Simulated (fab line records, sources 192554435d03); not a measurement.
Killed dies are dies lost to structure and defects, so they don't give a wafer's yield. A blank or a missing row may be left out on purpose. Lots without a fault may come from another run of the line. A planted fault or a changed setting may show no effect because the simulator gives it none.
Which tool did it? | flow n5_finfet | 10 lots, 30 wafers sampled, at 6 steps of a route of 1938

WHAT THE GAUGES READ, wafer by wafer
N5_MOL_CONTACT_COAG_CD_MEAS_137: target cd 16 nm.
lot  | measured     | on        | cd_nm (nm)
L076 | day 5 13:42  | cd_sem-02 | 16.5 16.1 16.5
L078 | day 6 01:40  | cd_sem-02 | 16.4 15.2 16.0
L081 | day 6 22:29  | cd_sem-03 | 16.0 15.5 15.6
L082 | day 7 08:25  | cd_sem-01 | 15.3 16.3 16.3
L084 | day 7 19:47  | cd_sem-01 | 15.5 16.5 15.7
L088 | day 8 21:36  | cd_sem-01 | 15.4 15.9 15.6
L089 | day 9 00:49  | cd_sem-02 | 16.4 16.0 15.6
L091 | day 9 12:49  | cd_sem-03 | 16.1 15.4 16.0
L093 | day 9 22:55  | cd_sem-01 | 16.1 15.7 16.0
L096 | day 10 17:35 | cd_sem-02 | 15.7 15.1 16.0

WHICH TOOL RAN EACH LOT (tool, then ch and the chambers of the sampled wafers, then the start)
lot  | N5_GATE_CUT_ETCH_37               | N5_GATE_CUT_CUT_ETCH_53           | N5_MOL_CONTACT_COAG_DESCUM_13      | N5_MOL_CONTACT_COAG_CMP_28   | N5_MOL_CONTACT_COAG_ETCH_47
L076 | rie_diel-01 ch 1,2,3, day 4 23:16 | rie_metal-02 ch 0,1, day 4 23:34  | rie_diel-02 ch 0,2,3, day 5 03:07  | cmp-01 ch 1,2,3, day 5 11:32 | rie_diel-04 ch 0,1,2, day 5 13:28
L078 | rie_diel-01 ch 1,2, day 5 10:47   | rie_metal-03 ch 0,1, day 5 11:07  | rie_diel-02 ch 0,1,3, day 5 14:31  | cmp-01 ch 1,2, day 5 23:20   | rie_diel-05 ch 0,3, day 6 01:26
L081 | rie_diel-01 ch 2,3, day 6 08:50   | rie_metal-01 ch 0,1, day 6 09:08  | rie_diel-04 ch 0,2, day 6 12:42    | cmp-03 ch 0,2,3, day 6 20:19 | rie_diel-02 ch 0,1, day 6 22:16
L082 | rie_diel-03 ch 1,2, day 6 17:34   | rie_metal-02 ch 0,1, day 6 17:53  | rie_diel-02 ch 0,1,2, day 6 21:37  | cmp-03 ch 0,3, day 7 05:28   | rie_diel-04 ch 0,2,3, day 7 07:55
L084 | rie_diel-01 ch 0,1, day 7 04:38   | rie_metal-03 ch 0,1, day 7 04:58  | rie_diel-05 ch 2,3, day 7 08:46    | cmp-02 ch 0,2,3, day 7 17:11 | rie_diel-02 ch 0,2,3, day 7 19:13
L088 | rie_diel-03 ch 0,1,3, day 7 21:26 | rie_metal-02 ch 0,1, day 7 21:44  | rie_diel-05 ch 0,2,3, day 8 02:32  | cmp-01 ch 0,1,3, day 8 16:37 | rie_diel-02 ch 0,1, day 8 21:23
L089 | rie_diel-01 ch 1,2, day 8 06:32   | rie_metal-01 ch 0,1, day 8 06:52  | rie_diel-04 ch 0,3, day 8 10:28    | cmp-03 ch 0,1,3, day 8 21:11 | rie_diel-02 ch 2,3, day 9 00:35
L091 | rie_diel-01 ch 0,3, day 8 21:46   | rie_metal-02 ch 0,1, day 8 22:05  | rie_diel-04 ch 0,1,2, day 9 01:53  | cmp-03 ch 0,1,2, day 9 10:35 | rie_diel-05 ch 0,1, day 9 12:35
L093 | rie_diel-03 ch 0,1,2, day 9 06:02 | rie_metal-01 ch 0,1, day 9 06:21  | rie_diel-02 ch 0,2,3, day 9 09:53  | cmp-02 ch 1,2,3, day 9 20:36 | rie_diel-02 ch 0,2,3, day 9 22:41
L096 | rie_diel-01 ch 0,1, day 10 02:23  | rie_metal-01 ch 0,1, day 10 02:43 | rie_diel-04 ch 0,1,2, day 10 06:12 | cmp-01 ch 0,3, day 10 15:23  | rie_diel-02 ch 1,2,3, day 10 17:19
- N5_GATE_CUT_ETCH_37: etches SOC in N2/H2, target depth 60 nm, overetch 12 nm, time 90 s.
- N5_GATE_CUT_CUT_ETCH_53: etches W in SF6/Cl2, target depth 79.2 nm.
- N5_MOL_CONTACT_COAG_DESCUM_13: chemistry O2, time 7 s.
- N5_MOL_CONTACT_COAG_CMP_28: polishes, stops on SiNx, t overpolish 0.85 s, target thk 14.522 nm.
- N5_MOL_CONTACT_COAG_ETCH_47: etches SiNx in CH3F/O2, stops on W, target depth 27 nm.

THE ANSWER, worked out from the rows above alone
Rule: what is usual is taken from the lots themselves. Put in order of their means at a reading, lots are off if they are a third of the lots or fewer, leave a main group of 4 or more, and stand apart from it by a gap of 3 or more times the standard deviation of the main group's means; of several such gaps the widest counts. A main group whose means are all the same, to the digits that the tables above print for the reading, isn't used. A lot without any number at a reading at which 4 lots or more have one is off too. The other lots that the step has rows for count as sound.
No lot is off at any reading shown: from this, nothing can be told.

WHAT THE SIMULATOR HAD PUT IN
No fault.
